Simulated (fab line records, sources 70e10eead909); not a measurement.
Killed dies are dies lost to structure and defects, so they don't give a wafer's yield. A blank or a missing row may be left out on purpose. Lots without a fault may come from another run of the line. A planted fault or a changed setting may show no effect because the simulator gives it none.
fab line records | flow nand_harc
record lots=12 wafers=36 last_day=34
route steps=1302 shown A_STAIRCASE@678 END@1302
lots that met no fault: from a run of the same line without faults
start_h: hours from the record's first day to the start of the lot's first wafer shown | wait_h: hours since the lot's step before | " the same as in the row above | L1.1+2: a row that stands for several wafers | - no value, or no start given | * or withheld: withheld | < > ~ a bound
route shown NAME@n: a module of which the file shows steps, and the number in the route of the first | usual: mean/standard deviation of fault-free wafers | same: alike in all rows | chamber/n: place in a boat | sites: the reading at each site | _std_site: their standard deviation | _edge_site: outer sites' mean less inner sites' | radius_mm: how far each site lies from the wafer's centre | mask NAME#n: copy n | behind: the tool/chamber that last shaped the wafer | hold: why the lot was held/for how many hours/how that ended | device: the transistor (n, p or np) that didn't switch | end of line: the same wafers' tests at the end of the route | a step without rows: its recipe alone | killed: dies lost to structure and defects at the first sort, not the wafer's yield | map: a wafer's dies, x killed, . not, _ none there
set.NAME: the setting as run; set.NAME@STEP: as run at that earlier step | model.NAME: the simulator's own value behind a step, which no gauge read
steps of the route over a sample of lots; a table a step, a row a wafer
services: from which hour (start_h, from the record's first day; less than 0 if before it) a tool's chamber was out of use, for how many hours, and why
## steps
# step NHARC_A_STAIRCASE_ETCH_21
# recipe target_depth_a=1000 time_s=40.5 ion_energy_ev=400 c4f8_flow_sccm=20 o2_flow_sccm=10 ar_flow_sccm=withheld rf_w=600 bias_w=1000 chemistry=C4F8/O2
# usual oes_product_au=0.955/0.019 rf_vpp_V=895/6.4 run_length_s=61.9/0.45
# same time_s=40.5
# columns lot.wafer tool chamber start_h wait_h oes_product_au rf_hours_counter_h rf_vpp_V run_length_s
L248.3 rie_diel-11 2 - - 0.975 40 892 61.7
L248.5 " 0 " " 0.986 - 888 61.8
L248.6 " 1 " " 0.975 - 892 62.8
L249.3 rie_diel-04 3 - - 0.949 10 888 62.0
L249.2 " 1 " " 0.918 7 905 61.7
L249.5 " 1 " " 0.932 - 905 61.5
L251.1 rie_diel-11 0 - - 0.930 44 889 61.6
L251.2 " 1 " " 0.963 49 891 63.0
L251.4 " 3 " " 0.909 48 898 61.6
L253.3 rie_diel-03 1 - - 0.974 43 893 62.0
L253.2 " 2 " " 0.982 41 887 62.0
L253.1 " 3 " " 0.954 44 899 61.6
L258.2 rie_diel-04 3 - - 0.973 34 889 61.4
L258.6 " 0 " " 0.953 - 907 61.2
L258.5 " 1 " " 0.969 - 905 61.6
L257.4 rie_diel-11 3 - - 0.942 8 898 61.7
L257.3 " 1 " " 0.942 9 892 62.4
L257.5 " 2 " " 0.922 - 891 61.6
L260.4 rie_diel-04 0 - - 0.948 38 904 61.4
L260.3 " 2 " " 0.943 43 894 61.2
L260.6 " 3 " " 0.951 - 885 61.5
L261.3 rie_diel-11 0 - - 0.950 14 887 62.0
L261.2 " 1 " " 0.976 16 892 63.0
L261.6 " 0 " " 0.945 - 887 62.4
L267.3 rie_diel-11 0 - - 0.959 37 886 61.7
L267.1 " 1 " " 0.985 40 891 62.4
L267.2 " 2 " " 0.963 44 889 62.2
L266.3 rie_diel-03 2 - - 0.987 34 905 62.5
L266.1 " 0 " " 0.951 26 904 62.4
L266.5 " 1 " " 0.952 - 893 61.9
L268.4 rie_diel-04 3 - - 0.930 7 907 61.4
L268.3 " 1 " " 0.935 6 903 62.1
L268.1 " 2 " " 0.957 6 895 61.8
L269.2 rie_diel-03 1 - - 0.957 38 891 61.4
L269.5 " 0 " " 0.972 - 904 62.2
L269.6 " 1 " " 0.947 - 890 61.6
# step NHARC_A_STAIRCASE_ETCH_25
# recipe target_depth_a=1000 time_s=40.5 ion_energy_ev=400 c4f8_flow_sccm=20 o2_flow_sccm=10 ar_flow_sccm=withheld rf_w=600 bias_w=1000 chemistry=C4F8/O2
# usual oes_product_au=0.949/0.019 rf_vpp_V=895/6.5 run_length_s=61.9/0.42
# same time_s=40.5
# columns lot.wafer tool chamber start_h wait_h oes_product_au rf_hours_counter_h rf_vpp_V run_length_s
L248.3 rie_diel-11 3 - - 0.936 38 897 61.6
L248.5 " 2 " " 0.930 - 891 61.8
L248.6 " 3 " " 0.951 - 899 61.6
L249.3 rie_diel-04 2 - - 0.934 8 894 61.1
L249.2 " 3 " " 0.941 10 887 61.6
L249.5 " 2 " " 0.931 - 895 61.4
L251.4 rie_diel-11 2 - - 0.947 51 892 61.8
L251.2 " 3 " " 0.927 48 900 61.5
L251.1 " 0 " " 0.938 44 889 61.6
L253.1 rie_diel-03 1 - - 0.932 43 892 62.1
L253.3 " 3 " " 0.924 44 901 61.8
L253.2 " 0 " " 0.939 47 905 62.6
L258.2 rie_diel-04 3 - - 0.954 35 887 62.1
L258.6 " 3 " " 0.946 - 888 61.6
L258.5 " 0 " " 0.950 - 905 61.4
L257.3 rie_diel-03 1 472.22 - 0.998 4 892 61.9
L257.4 " 2 " " 1.017 4 906 61.9
L257.5 " 1 " " 0.991 - 892 61.7
L260.4 rie_diel-04 3 - - 0.980 49 888 61.7
L260.3 " 0 " " 0.943 39 906 61.5
L260.6 " 3 " " 0.971 - 887 62.0
L261.3 rie_diel-11 1 - - 0.986 16 894 62.4
L261.2 " 0 " " 0.934 14 886 62.3
L261.6 " 1 " " 0.983 - 892 62.8
L267.1 rie_diel-11 2 - - 0.928 44 890 62.1
L267.2 " 3 " " 0.936 41 899 61.8
L267.3 " 1 " " 0.978 40 893 63.1
L266.3 rie_diel-03 2 - - 0.969 35 906 62.3
L266.1 " 3 " " 0.952 28 900 61.4
L266.5 " 0 " " 0.958 - 904 62.2
L268.4 rie_diel-04 2 - - 0.961 6 893 61.2
L268.3 " 3 " " 0.923 7 906 61.8
L268.1 " 0 " " 0.928 6 905 61.5
L269.2 rie_diel-03 1 - - 0.957 39 891 62.0
L269.6 " 3 " " 0.942 - 898 61.5
L269.5 " 0 " " 0.967 - 901 62.3
# step NHARC_A_STAIRCASE_ETCH_188
# recipe target_depth_a=1000 time_s=40.5 ion_energy_ev=400 c4f8_flow_sccm=20 o2_flow_sccm=10 ar_flow_sccm=withheld rf_w=600 bias_w=1000 chemistry=C4F8/O2
# usual oes_product_au=0.942/0.017 rf_vpp_V=895/6.5 run_length_s=61.9/0.44
# columns lot.wafer tool chamber start_h wait_h oes_product_au rf_hours_counter_h rf_vpp_V run_length_s
L248.3 rie_diel-11 2 380.36 - 0.940 41 891 61.7
L248.6 " 1 " " 0.960 - 892 62.5
L248.5 " 2 " " 0.943 - 891 61.8
L249.3 rie_diel-03 0 401.32 - 0.960 39 904 62.7
L249.2 " 2 " " 0.960 35 887 62.0
L249.5 " 0 " " 0.938 - 904 62.9
L251.2 rie_diel-04 3 419.37 - 0.910 18 888 61.4
L251.1 " 1 " " 0.911 15 904 61.7
L251.4 " 1 " " 0.920 - 906 61.9
L253.1 rie_diel-11 3 428.08 - 0.919 52 899 61.7
L253.2 " 1 " " 0.981 53 891 62.9
L253.3 " 2 " " 0.951 54 889 61.9
L258.2 rie_diel-11 1 460.93 - 0.949 5 892 62.7
L258.6 " 3 " " 0.934 - 898 61.7
L258.5 " 0 " " 0.926 - 887 61.7
L257.3 rie_diel-11 3 474.88 - 0.973 9 899 40.8
L257.4 " 0 " " 0.943 9 889 40.6
L257.5 " 3 " " 0.963 - 899 40.5
L260.4 rie_diel-11 2 498.85 - 0.956 18 890 40.6
L260.3 " 0 " " 0.950 15 888 40.6
L260.6 " 2 " " 0.948 - 889 40.6
L261.2 rie_diel-03 1 499.14 - 0.935 13 891 61.9
L261.3 " 2 " " 0.983 13 905 62.5
L261.6 " 0 " " 0.942 - 902 62.7
L267.2 rie_diel-11 2 566.49 - 0.917 44 891 62.4
L267.1 " 3 " " 0.918 41 898 62.2
L267.3 " 0 " " 0.911 38 887 61.8
L266.1 rie_diel-03 1 567.36 - 0.918 32 892 61.7
L266.3 " 2 " " 0.929 35 906 62.0
L266.5 " 0 " " 0.925 - 903 62.5
L268.1 rie_diel-04 1 575.52 - 0.915 6 903 61.5
L268.4 " 2 " " 0.944 7 894 61.4
L268.3 " 3 " " 0.928 7 907 61.6
L269.2 rie_diel-11 0 586.69 - 0.947 43 888 61.9
L269.5 " 2 " " 0.935 - 889 62.3
L269.6 " 3 " " 0.962 - 897 61.6
# step NHARC_A_STAIRCASE_TRIM_191
# recipe time_s=211.2 o2_flow_sccm=500 ar_flow_sccm=0 bias_w=0 chemistry=O2
# usual drypump_motor_current_A=5.7/0.38 o2_flow_sccm=500.2/1.5 oes_product_au=1.002/0.013 rf_vpp_V=57.8/0.95 showerhead_plenum_p_Torr=3.51/0.18 throttle_valve_pct=17.036/0.0088
# same time_s=211.2
# columns lot.wafer tool chamber start_h wait_h drypump_motor_current_A o2_flow_sccm oes_product_au rf_hours_counter_h rf_vpp_V showerhead_plenum_p_Torr throttle_valve_pct
L248.3 rie_diel-11 3 - - 5.2 500.0 0.985 39 56.6 3.61 17.057
L248.6 " 0 " " 5.5 500.0 1.008 - 57.4 3.32 17.033
L248.5 " 1 " " 6.2 500.0 1.024 - 58.0 3.43 17.036
L249.2 rie_diel-03 0 - - 5.6 501.4 1.000 40 58.5 3.75 17.042
L249.3 " 2 " " 6.1 500.0 1.006 35 57.4 3.28 17.042
L249.5 " 3 " " 6.3 502.2 0.984 - 58.0 3.63 17.041
L251.2 rie_diel-04 1 - - 6.0 498.1 0.975 16 58.6 3.76 17.035
L251.1 " 3 " " 5.2 500.4 0.994 19 57.0 3.31 17.026
L251.4 " 0 " " 5.5 500.9 0.993 7 58.6 3.80 17.025
L253.1 rie_diel-11 0 - - 5.5 499.4 0.995 49 58.6 3.31 17.024
L253.3 " 2 " " 5.7 500.3 0.998 54 57.7 3.39 17.006
L253.2 " 3 " " 5.2 501.4 0.985 52 58.9 3.60 17.031
L258.2 rie_diel-11 2 - - 5.7 500.4 1.006 5 56.3 3.38 17.037
L258.5 " 0 " " 5.5 499.5 0.983 - 57.2 3.31 17.041
L258.6 " 1 " " 6.2 499.0 1.022 - 55.8 3.42 17.047
L257.4 rie_diel-11 3 - - 5.1 500.1 1.013 9 57.5 3.59 17.030
L257.3 " 0 " " 5.6 498.4 0.991 9 56.7 3.30 17.050
L257.5 " 3 " " 5.2 500.9 1.014 - 58.8 3.59 17.041
L260.4 rie_diel-11 2 - - 5.6 503.0 1.005 18 57.3 3.38 17.025
L260.3 " 3 " " 5.2 499.0 1.001 16 57.2 3.59 17.034
L260.6 " 1 " " 6.2 499.9 1.029 - 57.1 3.41 17.034
L261.2 rie_diel-03 1 - - 5.3 499.9 0.990 13 56.1 3.41 17.038
L261.3 " 2 " " 6.1 501.5 1.031 14 58.8 3.80 17.031
L261.6 " 0 " " 5.6 501.3 1.011 - 57.1 3.74 17.034
L267.3 rie_diel-11 2 - - 5.7 500.6 0.991 44 58.3 3.36 17.040
L267.2 " 3 " " 5.2 501.1 1.001 41 59.5 3.58 17.037
L267.1 " 1 " " 6.2 497.6 1.017 41 58.6 3.40 17.038
L266.3 rie_diel-03 2 - - 6.1 496.3 1.021 35 58.4 3.79 17.039
L266.1 " 3 " " 6.3 497.3 0.998 28 56.3 3.60 17.030
L266.5 " 2 " " 6.2 498.2 1.016 - 59.8 3.79 17.029
L268.1 rie_diel-04 0 - - 5.5 500.9 1.001 7 57.9 3.77 17.035
L268.3 " 2 " " 5.4 499.6 1.007 7 57.0 3.48 17.031
L268.4 " 3 " " 5.2 502.1 0.990 8 58.1 3.80 17.034
L269.2 rie_diel-11 3 - - 5.1 498.2 1.010 47 59.2 3.57 17.037
L269.5 " 0 " " 5.5 501.0 0.979 - 57.2 3.28 17.038
L269.6 " 1 " " 6.2 501.1 1.017 - 58.4 3.40 17.029
# step NHARC_END_SORT_01
# recipe temp_c=25
# usual killed_at_array=55/19 killed_at_other=0.9/1.4 killed_at_periphery=3.8/2.9 killed_dies=60/19 killed_open=3.3/1.8 killed_short=2.6/1.6
# same gross_dies=677
# columns lot.wafer tool chamber start_h wait_h killed_at_array killed_at_other killed_at_periphery killed_dies killed_open killed_short
L248.3 prober-01 0 590.26 3.1 69 2 0 71 2 3
L248.5 prober-01 0 591.86 3.7 79 2 4 85 4 4
L248.6 prober-01 0 592.65 4.0 69 0 0 69 4 3
L257.3 prober-02 0 688.99 3.1 669 3 5 677 7 1
L257.4 prober-02 0 689.78 3.4 671 1 5 677 4 1
L257.5 prober-02 0 690.57 3.6 672 1 4 677 3 1
L261.2 prober-01 0 704.14 2.8 48 0 10 58 5 4
L261.3 prober-01 0 704.93 3.1 48 1 6 55 5 4
L261.6 prober-01 0 707.30 3.9 58 1 7 66 3 3
L260.3 prober-01 0 717.74 3.1 673 1 3 677 2 2
L260.4 prober-01 0 718.54 3.4 673 0 4 677 3 2
L260.6 prober-01 0 720.16 4.0 674 2 1 677 2 1
L266.1 prober-01 0 761.88 2.5 28 2 6 36 3 1
L266.3 prober-01 0 763.48 3.1 47 5 4 56 4 2
L266.5 prober-01 0 765.07 3.7 40 0 11 51 7 2
# killed by level:class
L248.3 A_CHANNEL_HOLE_D1:chamber_film_flake=30 A_CHANNEL_HOLE_D2:chamber_film_flake=14 A_CONTACT:chamber_film_flake=9 A_SGD_CUT:chamber_film_flake=5 A_STAIRCASE:chamber_film_flake=4 A_ONON_D1:geometric_particle:short=1 A_SGD_CUT:geometric_particle:open=1 A_WL_FILL:geometric_particle:open=1
L248.5 A_CHANNEL_HOLE_D2:chamber_film_flake=32 A_CHANNEL_HOLE_D1:chamber_film_flake=31 A_CHANNEL_FILL_D1:chamber_film_flake=3 P_M1:geometric_particle:open=2 A_STAIRCASE:chamber_film_flake=2 A_SGD_CUT:chamber_film_flake=2 A_CONTACT:chamber_film_flake=2 THIN_TSV:chamber_film_flake=2
L248.6 A_CHANNEL_HOLE_D1:chamber_film_flake=27 A_CHANNEL_HOLE_D2:chamber_film_flake=24 A_CONTACT:chamber_film_flake=6 A_SGD_CUT:chamber_film_flake=3 A_ONON_D1:geometric_particle:open=1 A_CHANNEL_HOLE_D1:geometric_particle:open=1 A_CHANNEL_FILL_D1:geometric_particle:short=1 A_DECK1_JOINT:geometric_particle:short=1
L257.3 A_STAIRCASE:area_etch=599 A_CHANNEL_HOLE_D1:chamber_film_flake=37 A_SLIT:chamber_film_flake=21 THIN_TSV:chamber_film_flake=3 A_DECK1_JOINT:geometric_particle:open=2 A_CONTACT:chamber_film_flake=2 P_GATE:geometric_particle:open=1 P_CONTACT:geometric_particle:open=1
L257.4 A_STAIRCASE:area_etch=604 A_SLIT:chamber_film_flake=28 A_CHANNEL_HOLE_D1:chamber_film_flake=22 A_CONTACT:chamber_film_flake=6 A_STAIRCASE:chamber_film_flake=3 P_GATE:chamber_film_flake=2 A_DECK1_JOINT:chamber_film_flake=2 A_WL_FILL:chamber_film_flake=2
L257.5 A_STAIRCASE:area_etch=595 A_SLIT:chamber_film_flake=35 A_CHANNEL_HOLE_D1:chamber_film_flake=26 A_CONTACT:chamber_film_flake=3 A_CHANNEL_FILL_D1:chamber_film_flake=2 A_DECK1_JOINT:chamber_film_flake=2 A_STAIRCASE:chamber_film_flake=2 A_WL_FILL:chamber_film_flake=2
L261.2 A_SLIT:chamber_film_flake=20 A_CONTACT:chamber_film_flake=13 P_GATE:chamber_film_flake=6 A_CHANNEL_HOLE_D1:chamber_film_flake=4 A_DECK1_JOINT:geometric_particle:open=2 A_ONON_D2:geometric_particle:short=2 P_M0:chamber_film_flake=2 A_SGD_CUT:chamber_film_flake=2
L261.3 A_SLIT:chamber_film_flake=26 A_CHANNEL_HOLE_D1:chamber_film_flake=9 A_CONTACT:chamber_film_flake=5 P_M0:chamber_film_flake=2 P_GATE:geometric_particle:open=1 P_CONTACT:geometric_particle:open=1 P_M1:geometric_particle:short=1 A_ONON_D1:geometric_particle:short=1
L261.6 A_SLIT:chamber_film_flake=35 A_CONTACT:chamber_film_flake=7 A_CHANNEL_HOLE_D1:chamber_film_flake=5 P_GATE:chamber_film_flake=3 A_CHANNEL_FILL_D2:chamber_film_flake=2 P_M1:geometric_particle:short=1 A_CHANNEL_FILL_D1:geometric_particle:open=1 A_ONON_D2:geometric_particle:open=1
L260.3 A_STAIRCASE:area_etch=606 A_CHANNEL_HOLE_D1:chamber_film_flake=26 A_CHANNEL_HOLE_D2:chamber_film_flake=15 A_CONTACT:chamber_film_flake=9 A_SLIT:chamber_film_flake=4 A_STAIRCASE:chamber_film_flake=4 A_BONDPAD:chamber_film_flake=3 P_GATE:chamber_film_flake=2
L260.4 A_STAIRCASE:area_etch=597 A_CHANNEL_HOLE_D1:chamber_film_flake=35 A_CHANNEL_HOLE_D2:chamber_film_flake=21 A_CONTACT:chamber_film_flake=7 A_ZERO_WELL:chamber_film_flake=2 A_CHANNEL_FILL_D1:chamber_film_flake=2 A_STAIRCASE:chamber_film_flake=2 A_BONDPAD:chamber_film_flake=2
L260.6 A_STAIRCASE:area_etch=610 A_CHANNEL_HOLE_D1:chamber_film_flake=32 A_CHANNEL_HOLE_D2:chamber_film_flake=13 A_CONTACT:chamber_film_flake=6 A_STAIRCASE:chamber_film_flake=4 A_SLIT:chamber_film_flake=3 A_WL_FILL:chamber_film_flake=2 THIN_TSV:chamber_film_flake=2
L266.1 A_SLIT:chamber_film_flake=18 P_CONTACT:chamber_film_flake=4 A_BLC:geometric_particle:open=2 THIN_TSV:chamber_film_flake=2 P_CONTACT:geometric_particle:short=1 A_DECK1_JOINT:geometric_particle:open=1 P_BONDPAD:chamber_film_flake=1 A_ZERO_WELL:chamber_film_flake=1
L266.3 A_SLIT:chamber_film_flake=37 THIN_TSV:chamber_film_flake=5 A_CHANNEL_HOLE_D1:unspecified=4 A_CHANNEL_HOLE_D1:chamber_film_flake=2 P_CONTACT:geometric_particle:short=1 P_CONTACT:geometric_particle:open=1 P_M1:geometric_particle:open=1 A_CHANNEL_HOLE_D2:geometric_particle:open=1
L266.5 A_SLIT:chamber_film_flake=23 P_CONTACT:chamber_film_flake=5 A_M0:geometric_particle:open=2 P_ZERO_WELL:chamber_film_flake=2 A_CHANNEL_HOLE_D1:unspecified=2 A_CHANNEL_HOLE_D1:chamber_film_flake=2 A_DECK1_JOINT:chamber_film_flake=2 A_CONTACT:chamber_film_flake=2
## services
# columns tool chamber start_h hours kind
rie_diel-04 - 358.76 9.0 pm
rie_diel-11 0 364.55 - clean
rie_diel-11 1 364.55 - clean
rie_diel-11 2 364.55 - clean
rie_diel-11 3 364.55 - clean
rie_diel-03 - 368.51 0.6 repair
rie_diel-11 0 389.26 - clean
rie_diel-11 1 389.26 - clean
rie_diel-11 2 389.26 - clean
rie_diel-11 3 389.26 - clean
rie_diel-04 0 393.17 26.6 repair
rie_diel-11 0 413.88 - clean
rie_diel-11 1 413.88 - clean
rie_diel-11 2 413.88 - clean
rie_diel-11 3 413.88 - clean
rie_diel-11 - 434.79 9.0 pm
rie_diel-11 0 434.79 9.0 vent_cycle
rie_diel-11 1 434.79 9.0 vent_cycle
rie_diel-11 2 434.79 9.0 vent_cycle
rie_diel-11 3 434.79 9.0 vent_cycle
rie_diel-03 - 458.59 9.0 pm
rie_diel-03 2 517.55 7.5 repair
rie_diel-04 - 535.82 9.0 pm
rie_diel-03 3 546.16 10.6 repair
## key
first_sign step=NHARC_A_STAIRCASE_ETCH_188 reading=run_length_s direction=down sigmas=48 usual=* struck=*
effect step=NHARC_END_SORT_01 reading=killed_dies direction=up sigmas=33 usual=60 struck=677
more_kills_born_at NHARC_A_STAIRCASE_ETCH_188@rie_diel-11=3611
met_at NHARC_A_STAIRCASE_ETCH_188
struck_lots L257,L260
later_rows_left_out L257.3,L257.4,L257.5,L260.3,L260.4,L260.6
tester_left_out L257,L260
not_acting_at NHARC_A_STAIRCASE_ETCH_21,NHARC_A_STAIRCASE_ETCH_25,NHARC_A_STAIRCASE_TRIM_191
onset_between 460.93 474.88
fault kind=process_parameter_drift tool=rie_diel-11 chamber=- onset_h=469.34 steps=NHARC_A_STAIRCASE_ETCH_188 channel=time_s offset=* shape=step end_h=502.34 acts_in=* stated=*
# tester_left_out: of these lots the tester's yield and bins aren't shown, on N5 and GAA mostly nor the transistor test; their killed dies are dies lost to structure and defects alone, not to doping, threshold or leakage, so they don't give the yield
# later_rows_left_out: the simulator's readings of these wafers behind a module that went badly wrong aren't trusted and aren't shown, but for the sort
